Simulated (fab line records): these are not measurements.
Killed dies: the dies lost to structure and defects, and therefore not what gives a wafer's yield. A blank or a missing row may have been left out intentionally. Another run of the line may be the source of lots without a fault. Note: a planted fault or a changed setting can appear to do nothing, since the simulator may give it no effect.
Lot-split experiment -- flow n5 finfet -- 39 wafers read from 7 lots, route of 1938 steps

## ON THE SPLIT
At N5_FIN_CUT_CUT_ETCH_26 (etches SiNx in CH3F/O2, target depth 39 nm, time 55.7 s), the setting source w was moved away from the recipe's 395 W on 15 of the 39 wafers read, by -7.2% to +15.2%. All remaining wafers had this setting at the recipe value.

The reading is taken at the split's own step.

## THE READING
rf vpp V, in V, at N5_FIN_CUT_CUT_ETCH_26 (etches SiNx in CH3F/O2, target depth 39 nm, time 55.7 s). Fault-free wafers of this fab line usually give 300 V, standard deviation 4.2 V.

wafer,"tool, chamber at the split","source w as run, W",against the recipe,"rf vpp V, V",against lot-mates on the recipe
L074.1,"rie diel-06, 0",395,recipe,302,-
L074.2,"rie diel-06, 2",395,recipe,295,-
L074.3,"rie diel-06, 1",395,recipe,305,-
L074.4,"rie diel-06, 3",395,recipe,299,-
L074.5,"rie diel-06, 0",395,recipe,303,-
L074.6,"rie diel-06, 3",395,recipe,299,-
L075.1,"rie diel-03, 0",421.8,+6.8%,293,-3
L075.2,"rie diel-03, 1",395,recipe,298,-
L075.3,"rie diel-03, 3",421.8,+6.8%,283,-13
L075.4,"rie diel-03, 2",421.8,+6.8%,290,-6
L075.5,"rie diel-03, 3",395,recipe,292,-
L075.6,"rie diel-03, 2",395,recipe,299,-
L076.1,"rie diel-06, 1",454.4,+15.0%,285,-16
L076.2,"rie diel-06, 2",395,recipe,294,-
L076.3,"rie diel-06, 3",454.4,+15.0%,280,-21
L076.4,"rie diel-06, 0",395,recipe,303,-
L076.5,"rie diel-06, 1",395,recipe,305,-
L076.6,"rie diel-06, 2",454.4,+15.0%,275,-26
L078.1,"rie diel-06, 0",424.6,+7.5%,292,-7
L078.2,"rie diel-06, 3",424.6,+7.5%,287,-12
L078.3,"rie diel-06, 1",395,recipe,305,-
L078.4,"rie diel-06, 2",395,recipe,296,-
L078.5,"rie diel-06, 3",424.6,+7.5%,288,-11
L078.6,"rie diel-06, 2",395,recipe,295,-
L082.1,"rie diel-06, 3",395,recipe,299,-
L082.2,"rie diel-06, 0",395,recipe,302,-
L082.3,"rie diel-06, 1",395,recipe,306,-
L082.4,"rie diel-06, 2",455,+15.2%,276,-26
L082.5,"rie diel-06, 2",455,+15.2%,276,-26
L082.6,"rie diel-06, 1",455,+15.2%,285,-17
L085.1,"rie diel-06, 2",395,recipe,293,-
L085.3,"rie diel-06, 0",395,recipe,303,-
L085.4,"rie diel-06, 1",395,recipe,306,-
L086.1,"rie diel-06, 1",395,recipe,304,-
L086.2,"rie diel-06, 2",366.5,-7.2%,306,+6
L086.3,"rie diel-06, 0",395,recipe,303,-
L086.4,"rie diel-06, 1",366.5,-7.2%,315,+15
L086.5,"rie diel-06, 0",366.5,-7.2%,315,+15
L086.6,"rie diel-06, 2",395,recipe,294,-

THE FIT
A straight line over all 39 wafers: rf vpp V changes by -1.42 V for each +1% of source w; r = -0.90; the points scatter about the line by 4.4 V.
The same after taking each lot's own level away (the mean of its wafers on the recipe; 39 wafers): -1.45 V for each +1%; r = -0.91; scatter 4.2 V.
On that fit, the largest move of source w shifts the reading by 22 V.
Across the lots, their own levels run from 296.3 to 302.3 V, a range of 1.4 times the standard deviation given above.
Consequently the slope shifts little with the lot-to-lot level, the two slopes agreeing.
Check: -21 V against its lot-mates is what the line predicts for one of the wafers moved furthest among these (+15.2%) when that wafer is left out of the fit. It came out at -26.3 V against them.
Tool readings at the split's step, against how far the setting was moved: rf vpp V r = -0.90.

## THE FILE'S OWN FIT
rf vpp V changes by -1.44 V for each +1% of source w, r = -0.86.
